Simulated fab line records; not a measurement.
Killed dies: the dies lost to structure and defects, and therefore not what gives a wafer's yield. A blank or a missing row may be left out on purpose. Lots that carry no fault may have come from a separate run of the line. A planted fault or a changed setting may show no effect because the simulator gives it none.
Struck lot and sound lot, side by side ; flow n5-finfet ; 19 steps out of a route of 1938
Sound: wafers L442.1, L442.4, L442.5. Struck: wafer L457.4 (L457.2, L457.6, from the same lot, were not struck and are left out); the cause is given at the end.
Per side, at each step with rows, come the tool, then ch with its chambers, and then its first start. Under that, the readings that differ: sound wafers ; struck wafers ; difference of the means ; sigmas: that difference in standard deviations of wafers without a fault.
alike: a reading whose means differ by less than 2 such deviations, as well as words and numbers matching on both sides. not compared: withheld readings; readings where some wafer has no value; bounds like >300 that might hide an equal value; numbers whose values overlap and for which the record gives no deviation.
Wherever a step has rows on one side only, a row that says differs or no value, or a row with sigmas, the two part there. Non-overlapping numbers with no deviation appear without sigmas and do not part them. A reading that every wafer of one side lacks parts them only if that side has two wafers or more.

N5_BEOL_M1_INSPECT_30: inspects for defects (brightfield).
  sound on defect-inspect-01, day 6 15:28; struck on defect-inspect-01, day 10 09:40
  alike: raw-defect-count
then, 2 steps without rows for these wafers: N5_BEOL_M1_DESCUM_33 (chemistry O2, time 7 s); N5_BEOL_M1_ETCH_77 (etches underlayer in N2/H2, target depth 6.5 nm, time 5.2 s).
N5_BEOL_M1_ETCH_69: etches SiARC in CF4, target depth 15.6 nm, time 26 s.
  sound on rie-diel-01 ch 0,1,2, day 6 15:33; struck on rie-diel-04 ch 2, day 10 09:46
  alike: cf4-flow-sccm, drypump-motor-current-A, etch-rf-on-time-s, oes-product-au, rf-vpp-V, showerhead-plenum-p-Torr, throttle-valve-pct
  not compared: rf-hours-counter-h
then, 1 step without rows for these wafers: N5_BEOL_M1_ALD_98 (deposits SiO2, target thk 2.5 nm, pulse time 1 s, co reactant pulse time 1 s).
N5_BEOL_M1_ETCHBACK_99: etches SiO2 in CHF3, target depth 5 nm, time 10.4 s.
  sound on rie-diel-05 ch 1,2,3, day 6 17:06; struck on rie-diel-01 ch 2, day 10 11:11
reading;sound;struck;difference;sigmas
showerhead-plenum-p-Torr (Torr);2.18 2.22 2.24;2.11;-0.10;-2
  alike: drypump-motor-current-A, oes-product-au, rf-vpp-V, throttle-valve-pct
  not compared: rf-hours-counter-h
then, 3 steps without rows for these wafers: N5_BEOL_M1_ETCH_70 (etches SOC in N2/H2, target depth 80 nm, overetch 16 nm, time 120 s); N5_BEOL_M1_STRIP_71 (strips in N2/H2); N5_BEOL_M1_STRIP_78 (strips in N2/H2).
N5_BEOL_M1_VIA_ETCH_34: etches the open film in C4F6/O2, target depth 67.8 nm, time 64.4 s.
  sound on rie-diel-05 ch 1,2,3, day 6 17:14; struck on rie-diel-01 ch 2, day 10 11:20
reading;sound;struck;difference;sigmas
showerhead-plenum-p-Torr (Torr);2.89 2.93 2.96;2.79;-0.14;-2
  alike: drypump-motor-current-A, oes-product-au, rf-vpp-V, run-length-s, throttle-valve-pct
  not compared: rf-hours-counter-h
then, 1 step without rows for these wafers: N5_BEOL_M1_STRIP_83 (strips in C4F6/O2).
N5_BEOL_M1_STRIP_36: strips in N2/H2.
  sound on rie-diel-05 ch 1,2,3, day 6 17:18; struck on rie-diel-01 ch 2, day 10 11:23
  alike: drypump-motor-current-A, oes-product-au, rf-vpp-V, showerhead-plenum-p-Torr, throttle-valve-pct
  not compared: rf-hours-counter-h
N5_BEOL_M1_TRENCH_ETCH_37: etches SiOC in C4F6/O2, target depth 55.207 nm, time 29 s.
  sound on rie-diel-05 ch 1,2,3, day 6 17:20; struck on rie-diel-01 ch 2, day 10 11:26
reading;sound;struck;difference;sigmas
run-length-s (s);52.3 52.2 52.3;42.8;-9.5;-22
showerhead-plenum-p-Torr (Torr);2.89 2.93 2.96;2.80;-0.13;-2
model.etch.depth-nm (nm);54.56 54.82 55.3;38.59;-16.30;
model.BEOL_M1.feature-depth-nm (nm);54.6 54.8 55.2;38.6;-16.3;
model.TiN_of_BEOL_M1_HM_DEP_02.thk-nm (nm);17.8 17.8 17.6;18.4;+0.7;
  alike: drypump-motor-current-A, oes-product-au, rf-vpp-V, throttle-valve-pct
  not compared: rf-hours-counter-h
then, 1 step without rows for these wafers: N5_BEOL_M1_ETCH_41 (etches SiCN in CH3F/O2, target depth 31.9 nm, time 57.8 s).
N5_BEOL_M1_STRIP_97: strips in N2/H2, time 10 s.
  sound on rie-diel-05 ch 1,2,3; struck on rie-diel-01 ch 2
  alike: drypump-motor-current-A, oes-product-au, rf-vpp-V, showerhead-plenum-p-Torr, throttle-valve-pct
  not compared: rf-hours-counter-h
N5_BEOL_M1_OCD_MEAS_38:
  sound on ocd-01, day 6 17:30; struck on ocd-01, day 10 11:35
reading;sound;struck;difference;sigmas
trench-depth-nm (nm);55.1 55.1 55.2;38.1;-17.0;-14
then, 1 step without rows for these wafers: N5_BEOL_M1_HM_STRIP_39 (strips TiN in peroxide tin strip, target depth 25 nm, time 158 s).
N5_BEOL_M4_RC_MEAS_101:
  sound on prober-02 ch 0, day 8 14:47; struck on prober-02 ch 0, day 12 05:13
  alike: DIBL_N, DIBL_P, IOFF_N, IOFF_P, ION_N, ION_P, SS_N, SS_P, VT_N, VT_P
then, 1 step without rows for these wafers: N5_PASSIVATION_PROBE_49.

WHERE THEY PART
First at N5_BEOL_M1_ETCHBACK_99; last, within this record, at N5_BEOL_M1_OCD_MEAS_38. Later steps at which nothing parts them and some readings are alike: N5_BEOL_M4_RC_MEAS_101.

WHY: what the simulator had put in
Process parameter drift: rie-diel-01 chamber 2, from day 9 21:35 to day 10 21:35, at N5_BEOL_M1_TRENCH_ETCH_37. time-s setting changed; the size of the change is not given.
